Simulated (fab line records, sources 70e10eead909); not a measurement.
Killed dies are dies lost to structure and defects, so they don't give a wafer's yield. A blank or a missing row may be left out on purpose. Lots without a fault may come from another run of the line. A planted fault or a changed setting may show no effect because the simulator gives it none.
Chamber matching | flow nand_harc | NHARC_A_CONTACT_DEP_29 on pecvd-03: 3 sister chambers
The step deposits SiON, target thk 70 nm. 6 wafers are shown with their chamber, then 8 later ones without.

WAFERS WITH THEIR CHAMBER
wafer  | chamber | heater_power_w (W) | rf_fwd_power_W (W)
L075.4 | 0       | 704                | 349.0
L082.2 | 0       | 746                | 348.3
L083.3 | 2       | 685                | 349.7
L083.4 | 2       | 690                | 348.2
L083.5 | 1       | 850                | 351.3
L087.2 | 1       | 872                | 348.6

WAFERS WITHOUT THEIR CHAMBER
wafer  | heater_power_w (W) | rf_fwd_power_W (W)
L087.3 | 705                | 349.0
L087.4 | 682                | 349.8
L089.3 | 739                | 349.7
L089.4 | 685                | 348.3
L089.5 | 732                | 348.6
L092.1 | 623                | 349.6
L092.2 | 682                | 349.1
L092.5 | 688                | 348.6

WHICH CHAMBER EACH WENT THROUGH
wafer  | from the rows above     | in truth
L087.3 | can't be placed: 2 or 0 | 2
L087.4 | can't be placed: 2 or 0 | 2
L089.3 | can't be placed: 0 or 2 | 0
L089.4 | can't be placed: 2 or 0 | 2
L089.5 | can't be placed: 0 or 2 | 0
L092.1 | can't be placed: 2 or 0 | 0
L092.2 | can't be placed: 2 or 0 | 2
L092.5 | can't be placed: 2 or 0 | 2
Placed correctly: 0 of 8. Can't be placed from these rows: 8 (the true chamber is among the candidates in 8). Placed wrongly: 0.
How it was worked out, from the rows above alone: a wafer's distance from a chamber is the root of the sum, over the readings, of the square of ((its reading less the chamber's mean) divided by the reading's scatter). The wafer belongs to the nearest chamber; if the next one is less than 2 further off, it can't be placed. A chamber's mean is the mean of its shown wafers. The scatter: the root of (the sum of the squares of (reading less its chamber's mean) over the shown wafers, divided by (wafers less chambers)).
